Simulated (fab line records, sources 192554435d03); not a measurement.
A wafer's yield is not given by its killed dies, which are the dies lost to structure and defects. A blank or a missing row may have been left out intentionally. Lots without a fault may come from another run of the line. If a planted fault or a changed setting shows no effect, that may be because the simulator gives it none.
Chamber matching    flow n5_finfet    N5_GATE_CUT_SAC_CAP_01 on ald_sin-04 has 4 sister chambers
The step material SiNx, target thk 24 nm, pulse time 1 s, ald cycles 480. 20 wafers are shown with their chamber, then 10 later ones without.

WAFERS, EACH WITH ITS CHAMBER
wafer   chamber  heater_power_w (W)  precursor_pulse_height_rel
L075.1  2        869                 1.006
L075.2  3        809                 1.016
L075.3  0        793                 1.015
L077.1  1        826                 1.004
L077.3  3        795                 0.992
L077.6  1        789                 0.971
L085.2  3        792                 1.018
L085.3  0        801                 1.016
L085.6  1        817                 0.968
L086.1  1        813                 0.980
L086.3  3        814                 0.973
L086.4  0        806                 0.994
L090.2  0        799                 0.992
L090.3  1        807                 0.977
L090.5  0        811                 1.019
L091.1  3        797                 1.004
L091.3  1        812                 0.968
L091.5  2        855                 0.997
L092.2  2        877                 0.990
L092.4  1        829                 0.978

SIGNATURES (averages over the wafers above)
reading                     chamber 0  chamber 1  chamber 2  chamber 3  scatter within a chamber
heater_power_w              802.00     813.29     867.00     801.40     10.8
precursor_pulse_height_rel  1.00720    0.97800    0.99767    1.00060    0.014
Rule: a wafer's distance from a chamber is the root of the sum, over the readings, of the square of ((its reading less the chamber's mean) divided by the reading's scatter). The wafer belongs to the nearest chamber; if the next one is less than 2 further off, it can't be placed. The scatter is the square root of a quotient: the sum, over the shown wafers, of each reading's squared deviation from its chamber's mean, divided by wafers minus chambers.

WAFERS MISSING THEIR CHAMBER
wafer   heater_power_w (W)  precursor_pulse_height_rel
L092.5  815                 0.992
L094.2  815                 1.008
L094.4  812                 0.961
L094.6  839                 0.992
L097.1  811                 0.973
L097.2  873                 1.008
L097.3  793                 0.975
L097.4  834                 0.976
L097.5  823                 1.003
L097.6  879                 1.033

CHAMBER TAKEN BY EACH
wafer   from the rows above                in truth
L092.5  can't be placed: 1 or 3 or 0       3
L094.2  can't be placed: 0 or 3 or 1       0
L094.4  can't be placed: 1 or 3            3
L094.6  can't be placed: 1 or 2 or 3 or 0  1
L097.1  can't be placed: 1 or 3            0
L097.2  2                                  2
L097.3  can't be placed: 1 or 3 or 0       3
L097.4  can't be placed: 1 or 2 or 3 or 0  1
L097.5  can't be placed: 0 or 1 or 3       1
L097.6  2                                  2
Placed correctly: 2 of 10. Cannot be placed on the basis of these rows: 8; the candidates contain the true chamber in 7. 0 placed wrongly.
